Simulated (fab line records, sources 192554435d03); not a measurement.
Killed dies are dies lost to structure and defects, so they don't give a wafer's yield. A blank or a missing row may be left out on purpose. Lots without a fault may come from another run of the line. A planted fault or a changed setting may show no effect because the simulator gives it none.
A struck lot beside a sound one | flow n5_finfet | 36 steps out of a route of 1938
Sound: wafers L607.4, L607.5, L607.6. Struck: wafers L618.2, L618.5. (L618.6 of the same lot was not struck and is left out.) The cause comes at the end.
At each step with rows: each side's tool, then ch and its chambers, then its first start. Under that, the readings that differ: sound wafers | struck wafers | difference of the means | sigmas: that difference in standard deviations of wafers without a fault.
alike: readings whose means differ by less than 2 such deviations, and words and numbers that are the same on both sides. not compared: withheld readings, readings that some wafer has no value for, bounds like >300 that may hide the same value, and numbers for which the record gives no deviation and whose values overlap.
The two part at a step that has a row with sigmas, a row that says differs or no value, or rows on one side only. Numbers that don't overlap but have no deviation are shown without sigmas and don't part them. A reading that every wafer of one side lacks parts them only if that side has two wafers or more.

first, 11 steps without rows for these wafers: N5_BEOL_M8_DESCUM_33 (chemistry O2, time 7 s); N5_BEOL_M8_ETCH_72 (etches underlayer in N2/H2, target depth 6.5 nm, time 5.2 s); N5_BEOL_M8_ETCH_65 (etches SiARC in CF4, target depth 15.6 nm, time 26 s); N5_BEOL_M8_ETCH_66 (etches SOC in N2/H2, target depth 80 nm, overetch 16 nm, time 120 s); N5_BEOL_M8_STRIP_69 (strips in N2/H2); N5_BEOL_M8_STRIP_73 (strips in N2/H2); N5_BEOL_M8_VIA_ETCH_34 (etches SiCOH lowk in C4F6/O2, target depth 125.5 nm, time 50.5 s); N5_BEOL_M8_STRIP_76 (strips in C4F6/O2); N5_BEOL_M8_STRIP_36 (strips in N2/H2); N5_BEOL_M8_TRENCH_ETCH_37 (etches SiCOH lowk in C4F6/O2, target depth 93.478 nm, time 31.2 s); N5_BEOL_M8_ETCH_41 (etches SiCN in CH3F/O2, target depth 31.9 nm, time 57.8 s).
N5_BEOL_M8_STRIP_80: strips in N2/H2, time 10 s.
  sound on rie_diel-02 ch 0,3, day 9 11:14; struck on rie_diel-02 ch 3, day 12 15:20
  alike: drypump_motor_current_A, oes_product_au, rf_vpp_V, showerhead_plenum_p_Torr, throttle_valve_pct
  not compared: rf_hours_counter_h
then, 23 steps without rows for these wafers: N5_BEOL_M8_HM_STRIP_39 (strips TiN in peroxide tin strip, target depth 25 nm, time 158 s); N5_BEOL_M8_SRD_40 (time 30 s); N5_BEOL_M8_PRECLEAN_42 (cleans in residue remover, time 60 s); N5_BEOL_M8_SRD_43 (time 30 s); N5_BEOL_M8_CURE_75 (cures SiCOH lowk, time 120 s); N5_BEOL_M8_DEGAS_44 (time 60 s); N5_BEOL_M8_PRE_CLEAN_45 (time 30 s); N5_BEOL_M8_ALD_77 (deposits TaN, target thk 2 nm, pulse time 2 s, purge time 3 s); N5_BEOL_M8_SURFACE_TREAT_79; N5_BEOL_M8_CVD_78 (deposits Co from CCTBA/H2, target thk 2 nm, time 142.3 s); N5_BEOL_M8_SPUTTER_48 (material Cu, target thk 10 nm, time 1.667 s); N5_BEOL_M8_ECD_50 (material Cu, target thk 300 nm); N5_BEOL_M8_ANNEAL_51 (time 90 s); N5_BEOL_M8_CMP_52 (polishes, stops on SiCOH lowk, t overpolish 6.9 s, target thk 80 nm); N5_BEOL_M8_PRE_CLEAN_55 (time 15 s); N5_BEOL_M8_DEP_56 (deposits SiCN from 3MS/NH3, target thk 10 nm, time 17.5 s); N5_BEOL_M9_ILD_DEP_00 (deposits SiCOH lowk from DEMS/porogen, target thk 308.51 nm, time 58 s); N5_BEOL_M9_CURE_71 (cures SiCOH lowk, time 240 s); N5_BEOL_M9_PECVD_70 (deposits SiO2 from TEOS/O2, target thk 20 nm, time 22.7 s); N5_BEOL_M9_HM_DEP_02 (deposits TiN, target thk 20 nm); N5_BEOL_M9_COAT_59 (time 60 s, resist thk 100 nm); N5_BEOL_M9_COAT_60 (time 60 s, resist thk 30 nm); N5_BEOL_M9_COAT_05 (resist thk 90 nm).
-- the record jumps here: 3 days lie between the struck wafers' starts before and after (it left off in module BEOL_M9 and takes up again in module PASSIVATION, whose first step shown is number 1936 of the route) --
N5_PASSIVATION_PROBE_49:
  sound on prober-01, day 12 12:10; struck on prober-01, day 15 10:40
  reading                  | sound          | struck    | difference | sigmas
  defect_limited_yield (%) | 89.1 90.0 87.6 | 85.3 83.1 | -4.7       | -3
  killed_at_M4_up          | 16 10 16       | 98 106    | +88        | +19
  killed_dies              | 129 118 146    | 173 200   | +56        | +3
  killed_on_rim            | 12 11 24       | 31 39     | +19        | +5
  killed_open              | 77 80 100      | 61 64     | -23        | -2
  sort_bin_5_function (%)  | 5.9 5.5 7.5    | 8.7 10.5  | +3.3       | +4
  sort_n_pass              | 1051 1062 1034 | 1007 980  | -56        | -3
  sort_yield_pct (%)       | 89.1 90.0 87.6 | 85.3 83.1 | -4.7       | -3
  alike: killed_at_M0_to_M3, killed_at_contacts, killed_at_front_end, killed_at_other, killed_short, sort_bin_6_memory

WHERE THEY PART
Only at N5_PASSIVATION_PROBE_49, within this record.

WHY: what the simulator had put in
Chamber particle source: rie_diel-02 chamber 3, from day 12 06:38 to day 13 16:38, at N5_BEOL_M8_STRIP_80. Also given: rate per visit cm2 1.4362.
